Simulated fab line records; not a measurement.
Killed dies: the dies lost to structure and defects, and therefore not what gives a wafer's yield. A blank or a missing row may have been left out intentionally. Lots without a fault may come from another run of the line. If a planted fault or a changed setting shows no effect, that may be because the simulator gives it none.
Which tool did it? :: flow nandHarc :: 6 lots, 18 wafers sampled, at 2 steps of a route of 1159

## WHAT THE GAUGES SHOWED, per wafer
NHARC_P_CONTACT_OVL_MEAS_13.
lot: L501
measured: day 6 05:27
on: overlay-02
overlayXNm (nm): -0.8 -1.5 -1.4

lot: L505
measured: day 7 02:07
on: overlay-01
overlayXNm (nm): -0.4 -0.2 -1.1

lot: L508
measured: day 7 16:47
on: overlay-01
overlayXNm (nm): -0.2 -1.0 -0.3

lot: L507
measured: day 7 19:41
on: overlay-02
overlayXNm (nm): -0.3 -0.5 -0.3

lot: L512
measured: day 8 22:09
on: overlay-01
overlayXNm (nm): 0.3 -0.2 0.4

lot: L521
measured: day 11 03:26
on: overlay-01
overlayXNm (nm): 0.9 0.6 1.1

## TOOL THAT RAN EACH LOT (tool first, then ch and the chambers of the sampled wafers, then the start)
lot: L501
NHARC_P_CONTACT_CMP_01: cmp-04 ch 0,1,3, day 6 04:30

lot: L505
NHARC_P_CONTACT_CMP_01: cmp-03 ch 0,1,2, day 7 01:17

lot: L508
NHARC_P_CONTACT_CMP_01: cmp-04 ch 0,1,2, day 7 16:01

lot: L507
NHARC_P_CONTACT_CMP_01: cmp-02 ch 0,2,3, day 7 18:46

lot: L512
NHARC_P_CONTACT_CMP_01: cmp-02 ch 0,2,3, day 8 21:16

lot: L521
NHARC_P_CONTACT_CMP_01: cmp-04 ch 0,3, day 11 02:40
- NHARC_P_CONTACT_CMP_01: polishes SiO2, target thk 200 nm.

## THE ANSWER, worked out from the rows above alone
Rule: usual is defined by the lots themselves. The widest of any qualifying gaps counts: lots, ordered by their means at a reading, are off when they make up no more than a third of the lots, leave a main group of 4 or more, and stand apart from it by 3 or more times the standard deviation of that group's means. The tables above print the reading to a certain number of digits; a main group whose means all agree to those digits is not used. Also off: a lot with no number at a reading for which 4 or more lots have one. All remaining lots with rows at the step are treated as sound.
No lot is off on any of the readings shown, so nothing can be concluded from this.

## WHAT THE SIMULATOR HAD PUT IN
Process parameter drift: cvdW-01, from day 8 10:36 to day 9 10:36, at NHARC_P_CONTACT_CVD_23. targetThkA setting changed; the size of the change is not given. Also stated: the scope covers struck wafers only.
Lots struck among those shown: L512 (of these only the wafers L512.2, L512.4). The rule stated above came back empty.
